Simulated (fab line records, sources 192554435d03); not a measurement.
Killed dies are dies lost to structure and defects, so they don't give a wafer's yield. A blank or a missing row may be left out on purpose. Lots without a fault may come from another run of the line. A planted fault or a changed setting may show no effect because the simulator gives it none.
Chamber matching | flow n5_finfet | N5_BEOL_M3_ALD_98 on ald_sin-04: 4 sister chambers
The step deposits SiO2, target thk 2.5 nm, pulse time 1 s, co reactant pulse time 1 s. 14 wafers are shown with their chamber, then 7 later ones without.

WAFERS WITH THEIR CHAMBER
wafer  | chamber | heater_power_w (W) | precursor_pulse_height_rel
L074.2 | 2       | 94                 | 0.990
L074.3 | 1       | 80                 | 1.000
L074.5 | 3       | 70                 | 1.018
L075.3 | 1       | 79                 | 0.982
L075.4 | 3       | 68                 | 1.015
L075.6 | 1       | 81                 | 1.030
L076.1 | 2       | 95                 | 1.013
L076.5 | 1       | 80                 | 0.994
L076.6 | 2       | 95                 | 0.987
L080.1 | 2       | 94                 | 1.007
L080.3 | 3       | 69                 | 0.955
L080.4 | 0       | 66                 | 0.978
L090.1 | 3       | 66                 | 0.991
L090.2 | 1       | 79                 | 1.005

SIGNATURES (means of the wafers above)
reading                    | chamber 0 | chamber 1 | chamber 2 | chamber 3 | scatter within a chamber
heater_power_w             | 66.00     | 79.80     | 94.50     | 68.25     | 1.12
precursor_pulse_height_rel | 0.97800   | 1.00220   | 0.99925   | 0.99475   | 0.0207
Rule: a wafer's distance from a chamber is the root of the sum, over the readings, of the square of ((its reading less the chamber's mean) divided by the reading's scatter). The wafer belongs to the nearest chamber; if the next one is less than 2 further off, it can't be placed. The scatter: the root of (the sum of the squares of (reading less its chamber's mean) over the shown wafers, divided by (wafers less chambers)).

WAFERS WITHOUT THEIR CHAMBER
wafer  | heater_power_w (W) | precursor_pulse_height_rel
L090.4 | 67                 | 1.030
L091.1 | 68                 | 1.003
L091.2 | 79                 | 0.969
L091.3 | 96                 | 0.999
L091.4 | 66                 | 0.985
L091.5 | 82                 | 1.010
L091.6 | 65                 | 0.988

WHICH CHAMBER EACH WENT THROUGH
wafer  | from the rows above     | in truth
L090.4 | can't be placed: 3 or 0 | 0
L091.1 | can't be placed: 3 or 0 | 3
L091.2 | 1                       | 1
L091.3 | 2                       | 2
L091.4 | can't be placed: 0 or 3 | 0
L091.5 | 1                       | 1
L091.6 | can't be placed: 0 or 3 | 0
Placed correctly: 3 of 7. Can't be placed from these rows: 4 (the true chamber is among the candidates in 4). Placed wrongly: 0.
